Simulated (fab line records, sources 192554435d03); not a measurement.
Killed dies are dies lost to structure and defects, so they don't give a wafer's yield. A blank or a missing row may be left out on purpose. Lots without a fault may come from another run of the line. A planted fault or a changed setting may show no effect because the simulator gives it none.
Chamber matching | flow n5_finfet | N5_BEOL_M13_ILD_DEP_00 on pecvd-04: 3 sister chambers
The step deposits SiOC from DEMS/O2, target thk 837.92 nm, time 166.4 s. 6 wafers are shown with their chamber, then 12 later ones without.

WAFERS WITH THEIR CHAMBER
wafer  | chamber | heater_power_w (W) | showerhead_plenum_p_Torr (Torr)
L084.1 | 0       | 253                | 5.712
L084.2 | 1       | 606                | 5.700
L084.6 | 2       | 383                | 5.647
L085.1 | 1       | 493                | 5.702
L085.5 | 2       | 322                | 5.645
L085.6 | 0       | 253                | 5.713

WAFERS WITHOUT THEIR CHAMBER
wafer  | heater_power_w (W) | showerhead_plenum_p_Torr (Torr)
L092.2 | 568                | 5.696
L092.4 | 381                | 5.646
L092.6 | 603                | 5.700
L091.1 | 280                | 5.693
L091.4 | 311                | 5.652
L091.5 | 304                | 5.707
L093.1 | 387                | 5.648
L093.4 | 483                | 5.706
L093.6 | 295                | 5.715
L096.1 | 315                | 5.693
L096.4 | 600                | 5.694
L096.6 | 307                | 5.659

WHICH CHAMBER EACH WENT THROUGH
wafer  | from the rows above | in truth
L092.2 | 1                   | 1
L092.4 | 2                   | 2
L092.6 | 1                   | 1
L091.1 | 1                   | 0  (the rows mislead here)
L091.4 | 2                   | 2
L091.5 | 0                   | 0
L093.1 | 2                   | 2
L093.4 | 1                   | 1
L093.6 | 0                   | 0
L096.1 | 1                   | 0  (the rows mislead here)
L096.4 | 1                   | 1
L096.6 | 2                   | 2
Placed correctly: 10 of 12. Can't be placed from these rows: 0. Placed wrongly: 2.
How it was worked out, from the rows above alone: a wafer's distance from a chamber is the root of the sum, over the readings, of the square of ((its reading less the chamber's mean) divided by the reading's scatter). The wafer belongs to the nearest chamber; if the next one is less than 2 further off, it can't be placed. A chamber's mean is the mean of its shown wafers. The scatter: the root of (the sum of the squares of (reading less its chamber's mean) over the shown wafers, divided by (wafers less chambers)).
